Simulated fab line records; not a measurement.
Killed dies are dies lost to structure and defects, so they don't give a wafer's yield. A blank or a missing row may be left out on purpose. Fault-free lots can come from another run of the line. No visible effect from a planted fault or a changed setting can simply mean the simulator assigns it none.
Which tool was responsible? -- flow n5_finfet -- 12 lots, 36 wafers sampled, at 2 steps of a route of 1938

WHAT THE GAUGES READ, wafer by wafer
N5_MIM_BOT_LITHO_OVL_MEAS_11. Usual: for MIM_BOT_OVL the level is 1 nm and the standard deviation is 5.4.
lot,measured,on,MIM_BOT_OVL (nm),flag
L743,day 13 20:12,overlay-01,9 8 3,
L741,day 12 21:11,overlay-02,-2 0 2,
L742,day 13 03:01,overlay-02,5 1 5,
L746,day 13 22:19,overlay-01,2 -3 -6,
L747,day 14 03:11,overlay-02,3 3 4,
L749,day 14 04:13,overlay-02,3 6 -3,
L750,day 14 13:49,overlay-02,5 3 8,
L754,day 15 13:23,overlay-01,3 7 5,
L756,day 16 01:05,overlay-02,0 -5 -6,
L753,day 16 04:11,overlay-02,6 11 9,
L761,day 17 20:52,overlay-01,1 2 7,
L762,day 18 22:17,overlay-01,-2 -7 3,

WHICH TOOL RAN EACH LOT (tool, then ch and the chambers of the sampled wafers, then the start)
lot,N5_BEOL_M8_ECD_50
L743,"ecd_cu-02 ch 0,1, day 10 00:15"
L741,"ecd_cu-01 ch 0,1, day 10 00:28"
L742,"ecd_cu-01 ch 0,1, day 10 07:54"
L746,"ecd_cu-02 ch 0,1, day 11 06:47"
L747,"ecd_cu-02 ch 0,1, day 11 12:48"
L749,"ecd_cu-02 ch 0,1, day 11 13:44"
L750,"ecd_cu-01 ch 0,1, day 12 00:46"
L754,"ecd_cu-01 ch 0,1, day 13 05:53"
L756,"ecd_cu-02 ch 0,1, day 13 19:04"
L753,"ecd_cu-01 ch 0,1, day 13 20:41"
L761,"ecd_cu-02 ch 0,1, day 15 15:16"
L762,"ecd_cu-02 ch 0,1, day 16 11:08"
- N5_BEOL_M8_ECD_50: material Cu, target thk 300 nm.

AS READ BY THE TOOLS THEMSELVES (means over the sampled wafers that have a number; for cases with no such wafer, the mark the record gives instead)
The record holds no such reading with a usual standard deviation.

THE ANSWER, worked out from the rows above alone
Rule: take the mean of a lot's wafers that have a number; if it is more than 3 standard deviations from the usual mean, the lot is off. Also off: a lot with no number at a reading for which 4 or more lots have one. Where the step has rows for the other lots, those lots are counted as sound. First the gauges in route order, then the tools' own readings, where a lot's mean is used as printed above. At the first step where some lot is off, the reading lying furthest off is the one used; lots without a number count as furthest.
Nothing can be told from this: no lot is off at any reading shown.

WHAT HAD BEEN PUT IN BY THE SIMULATOR
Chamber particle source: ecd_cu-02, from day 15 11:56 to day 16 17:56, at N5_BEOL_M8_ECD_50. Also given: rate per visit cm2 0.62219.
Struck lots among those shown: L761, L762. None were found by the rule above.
